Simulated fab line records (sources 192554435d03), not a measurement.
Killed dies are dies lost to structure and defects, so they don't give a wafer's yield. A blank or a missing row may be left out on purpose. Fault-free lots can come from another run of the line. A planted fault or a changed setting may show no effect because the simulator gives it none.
A lot that was struck, set against a sound lot + flow n5-finfet + 15 out of 1938 route steps
Sound: these wafers, L256.2, L256.3, L256.4. Struck: wafer L247.2 (left out: L247.6, a lot-mate that was not struck); the cause follows at the end.
Each step with rows lists, per side, the tool, then ch with its chambers, then its first start. Under that, the readings that differ: sound wafers + struck wafers + difference of the means + sigmas: that difference in standard deviations of wafers without a fault.
alike: readings whose means differ by less than 2 such deviations, and words and numbers that are the same on both sides. not compared: withheld readings, readings that some wafer has no value for, bounds like >300 that may hide the same value, and numbers for which the record gives no deviation and whose values overlap.
A row with sigmas, a row that says differs or no value, or rows on one side alone: a step with any of these is where the two part. Numbers that have no deviation but don't overlap get no sigmas and don't part them. A reading missing from all wafers of one side parts the sides only when that side holds two or more wafers.

N5_BEOL_M9_STRIP_80: strips in N2/H2, time 10 s.
  sound: rie-diel-06 ch 0,1,3; struck: rie-diel-02 ch 0
| reading                | sound     | struck | difference | sigmas |
|------------------------|-----------|--------|------------|--------|
| rf-hours-counter-h (h) | 85 54 127 | 243    | +154       |        |
  alike: drypump-motor-current-A, oes-product-au, rf-vpp-V, showerhead-plenum-p-Torr, throttle-valve-pct
N5_BEOL_M9_OCD_MEAS_38:
  sound on ocd-02 at day 15 06:07; struck on ocd-02 at day 12 20:49
  alike: trench-depth-nm
then, 4 steps without rows for these wafers: N5_BEOL_M9_HM_STRIP_39 (strips TiN in peroxide tin strip, target depth 25 nm, time 158 s); N5_BEOL_M9_SRD_40 (time 30 s); N5_BEOL_M9_PRECLEAN_42 (cleans in residue remover, time 60 s); N5_BEOL_M9_SRD_43 (time 30 s).
N5_BEOL_M9_CD_MEAS_35: target cd 70 nm, target cd y 40 nm.
  sound on cd-sem-03 at day 15 06:16; struck on cd-sem-01 at day 12 20:58
  alike: cd-nm
N5_BEOL_M9_CURE_72: cures SiCOH lowk, time 120 s.
  sound on uv-cure-01 ch 2, day 15 06:21; struck on uv-cure-02 ch 0, day 12 21:06
  alike: lamp-power-pct, wafer_temp_C_max
then, 1 step without rows for these wafers: N5_BEOL_M9_DEGAS_44 (time 60 s).
N5_BEOL_M9_PRE_CLEAN_45: time 30 s.
  sound on pvd-sputter-03 at day 15 07:02; struck on pvd-sputter-02 at day 12 22:44
  alike: heater-power-w
N5_BEOL_M9_ALD_74: deposits TaN, target thk 2 nm, pulse time 2 s, purge time 3 s.
  sound on ald-metal-03 ch 0,2,3, day 15 07:06; struck on ald-metal-02 ch 2, day 12 22:47
  alike: heater-power-w
N5_BEOL_M9_SURFACE_TREAT_79:
  sound on pvd-sputter-03 at day 15 07:28; struck on pvd-sputter-01 at day 12 23:10
  alike: ar-flow-sccm
  not compared: throttle-valve-pct
N5_BEOL_M9_CVD_78: deposits Co from CCTBA/H2, target thk 2 nm, time 138.9 s.
  sound on cvd-co-01 ch 0,1, day 15 07:31; struck on cvd-co-02 ch 2, day 12 23:27
| reading          | sound             | struck | difference | sigmas |
|------------------|-------------------|--------|------------|--------|
| run-length-s (s) | 161.2 161.6 161.3 | 164.1  | +2.7       | +6     |
then, 1 step without rows for these wafers: N5_BEOL_M9_SPUTTER_48 (material Cu, target thk 12 nm, time 2 s).
-- record jumps: 3 days separate the struck wafers' starts on either side; left off in module BEOL_M9, taken up again in module PASSIVATION, whose first shown step is the route's number 1936 --
N5_PASSIVATION_PROBE_49:
  record: rows for the struck wafers here (prober-01, day 15 13:11), none for the sound ones

== WHERE THEY PART ==
Last at N5_PASSIVATION_PROBE_49 as far as this record goes, first at N5_BEOL_M9_CVD_78.

WHY: what the simulator had put in
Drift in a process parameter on cvd-co-02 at N5_BEOL_M9_CVD_78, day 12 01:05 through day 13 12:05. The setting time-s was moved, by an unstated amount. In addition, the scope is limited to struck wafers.
